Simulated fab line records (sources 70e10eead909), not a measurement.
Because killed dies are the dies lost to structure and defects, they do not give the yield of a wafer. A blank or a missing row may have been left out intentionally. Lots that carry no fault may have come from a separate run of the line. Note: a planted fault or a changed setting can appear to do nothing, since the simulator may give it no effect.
Comparing a struck lot with a sound one / flow nandHarc / 18 out of 1302 route steps
Sound: the wafers L986.1, L986.2, L986.6. Wafers L995.1, L995.4, L995.5 were the ones struck. At the end, the cause is stated.
For every step that has rows: the tool of each side, followed by ch and its chambers, followed by its first start. Under that, the readings that differ: sound wafers / struck wafers / difference of the means / sigmas: that difference in standard deviations of wafers without a fault.
alike: readings with means less than 2 such deviations apart, plus words and numbers identical on both sides. not compared: withheld readings, readings lacking a value on some wafer, bounds such as >300 that could conceal the same value, and numbers that have no deviation in the record and whose values overlap.
Wherever a step has rows on one side only, a row that says differs or no value, or a row with sigmas, the two part there. Non-overlapping numbers with no deviation appear without sigmas and do not part them. Lack of a reading on every wafer of one side parts them only where that side has two or more wafers.

first, 1 step without rows for these wafers: NHARC_P_M0_SRD_25.
NHARC_P_M0_INSPECT_27:
  sound on defectInspect-02 at day 9 15:01; struck on defectInspect-02 at day 13 10:59
  alike: rawDefectCount
NHARC_P_M0_PRE_CLEAN_31: time 12 s.
  sound on pecvd-03 ch 0,1, day 9 15:05; struck on pecvd-04 ch 1,2, day 13 11:05
  alike: heaterPowerW
NHARC_P_M0_DEP_32: deposits SiCN, target thk 30 nm.
  sound on pecvd-03 ch 0,1, day 9 15:10; struck on pecvd-04 ch 1,2, day 13 11:13
  alike: heaterPowerW
then, 7 steps without rows for these wafers: NHARC_P_M1_DEP_00 (deposits SiOC, target thk 182.5 nm); NHARC_P_M1_DEHYDRATE_01 (time 120 s); NHARC_P_M1_HMDS_02 (time 30 s); NHARC_P_M1_COAT_34 (time 65 s); NHARC_P_M1_COAT_03 (resist thk 90 nm); NHARC_P_M1_SOFTBAKE_04 (time 55 s); NHARC_P_M1_EBR_05.
NHARC_P_M1_EXPOSE_06: exposes mask P M1, target cd 130 nm.
  sound on arfiScanner-01 ch 0, day 9 16:16; struck on arfiScanner-03 ch 0, day 13 12:14
reading=model.P_M1.overlayXNm (nm); sound=-0.7395 -0.7395 -0.7395; struck=12.09 12.09 12.09; difference=+12.83; sigmas=
  alike: mask
then, 2 steps without rows for these wafers: NHARC_P_M1_PEB_07 (peb time 65 s); NHARC_P_M1_DEVELOP_08 (develop time 35 s).
NHARC_P_M1_CD_MEAS_09: target cd 130 nm.
  sound on cdSem-02 ch 0, day 9 16:24; struck on cdSem-03 ch 0, day 13 12:23
  alike: cdNm
NHARC_P_M1_OVL_MEAS_10: pitch 260 nm.
  sound on overlay-01 at day 9 16:29; struck on overlay-02 at day 13 12:38
reading=overlayXNm (nm); sound=-1.1 -0.7 -1.0; struck=12.4 12.1 11.9; difference=+13.1; sigmas=+17
  alike: overlayYNm
  not compared: hold
NHARC_P_M1_INSPECT_11:
  sound on defectInspect-01 at day 9 16:32; struck on defectInspect-01 at day 13 18:41
reading=hold; sound=- - -; struck=awaitDispo/6.0h/release awaitDispo/6.0h/release awaitDispo/6.0h/release; difference=no value on the sound wafers; sigmas=
  alike: rawDefectCount
NHARC_END_SORT_01:
  the record has rows for the sound wafers here (prober-01 ch 0, day 27 11:11) and none for the struck ones

WHERE THEY PART
Last at NHARC_END_SORT_01 as far as this record goes, first at NHARC_P_M1_OVL_MEAS_10.

WHY: what had been put in by the simulator
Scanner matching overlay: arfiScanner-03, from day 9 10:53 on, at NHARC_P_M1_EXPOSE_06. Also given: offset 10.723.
